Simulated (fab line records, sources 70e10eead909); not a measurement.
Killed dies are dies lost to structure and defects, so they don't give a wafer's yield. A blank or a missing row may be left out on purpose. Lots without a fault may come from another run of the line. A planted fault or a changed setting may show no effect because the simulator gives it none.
Chamber matching | flow nand_harc | NHARC_A_STAIRCASE_ETCH_313 on rie_diel-04: 4 sister chambers
The step etches the open film in CF4/CHF3. 18 wafers are shown with their chamber, then 9 later ones without.

WAFERS WITH THEIR CHAMBER
wafer  | chamber | showerhead_plenum_p_Torr (Torr) | rf_vpp_V (V) | throttle_valve_pct (%)
L074.1 | 2       | 1.58                            | 370.2        | 16.815
L074.3 | 0       | 1.47                            | 366.9        | 16.804
L074.6 | 1       | 1.70                            | 374.6        | 16.809
L076.2 | 0       | 1.46                            | 366.4        | 16.808
L076.3 | 2       | 1.58                            | 370.7        | 16.784
L076.4 | 3       | 1.56                            | 370.2        | 16.813
L075.3 | 3       | 1.56                            | 369.5        | 16.800
L075.5 | 1       | 1.70                            | 373.0        | 16.810
L075.6 | 0       | 1.46                            | 367.0        | 16.811
L077.3 | 1       | 1.70                            | 374.7        | 16.818
L077.4 | 3       | 1.56                            | 370.3        | 16.802
L077.5 | 0       | 1.46                            | 367.1        | 16.817
L081.1 | 2       | 1.57                            | 369.2        | 16.804
L081.4 | 3       | 1.55                            | 368.7        | 16.803
L081.6 | 2       | 1.57                            | 370.2        | 16.788
L089.4 | 3       | 1.55                            | 368.8        | 16.799
L089.5 | 2       | 1.57                            | 371.4        | 16.808
L089.6 | 1       | 1.68                            | 374.0        | 16.804

SIGNATURES (means of the wafers above)
reading                  | chamber 0 | chamber 1 | chamber 2 | chamber 3 | scatter within a chamber
showerhead_plenum_p_Torr | 1.4625    | 1.6950    | 1.5740    | 1.5560    | 0.00663
rf_vpp_V                 | 366.850   | 374.075   | 370.340   | 369.500   | 0.706
throttle_valve_pct       | 16.81000  | 16.81025  | 16.79980  | 16.80340  | 0.00854
Rule: a wafer's distance from a chamber is the root of the sum, over the readings, of the square of ((its reading less the chamber's mean) divided by the reading's scatter). The wafer belongs to the nearest chamber; if the next one is less than 2 further off, it can't be placed. The scatter: the root of (the sum of the squares of (reading less its chamber's mean) over the shown wafers, divided by (wafers less chambers)).

WAFERS WITHOUT THEIR CHAMBER
wafer  | showerhead_plenum_p_Torr (Torr) | rf_vpp_V (V) | throttle_valve_pct (%)
L091.2 | 1.70                            | 373.7        | 16.800
L091.3 | 1.55                            | 369.3        | 16.789
L091.5 | 1.68                            | 373.2        | 16.794
L095.3 | 1.54                            | 369.5        | 16.807
L095.5 | 1.70                            | 374.0        | 16.785
L095.6 | 1.68                            | 374.6        | 16.803
L096.2 | 1.54                            | 369.0        | 16.794
L096.3 | 1.69                            | 375.2        | 16.797
L096.6 | 1.69                            | 374.7        | 16.819

WHICH CHAMBER EACH WENT THROUGH
wafer  | from the rows above | in truth
L091.2 | 1                   | 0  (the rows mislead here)
L091.3 | 3                   | 3
L091.5 | 1                   | 1
L095.3 | 3                   | 3
L095.5 | 1                   | 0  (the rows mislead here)
L095.6 | 1                   | 1
L096.2 | 3                   | 3
L096.3 | 1                   | 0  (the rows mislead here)
L096.6 | 1                   | 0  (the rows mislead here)
Placed correctly: 5 of 9. Can't be placed from these rows: 0. Placed wrongly: 4.
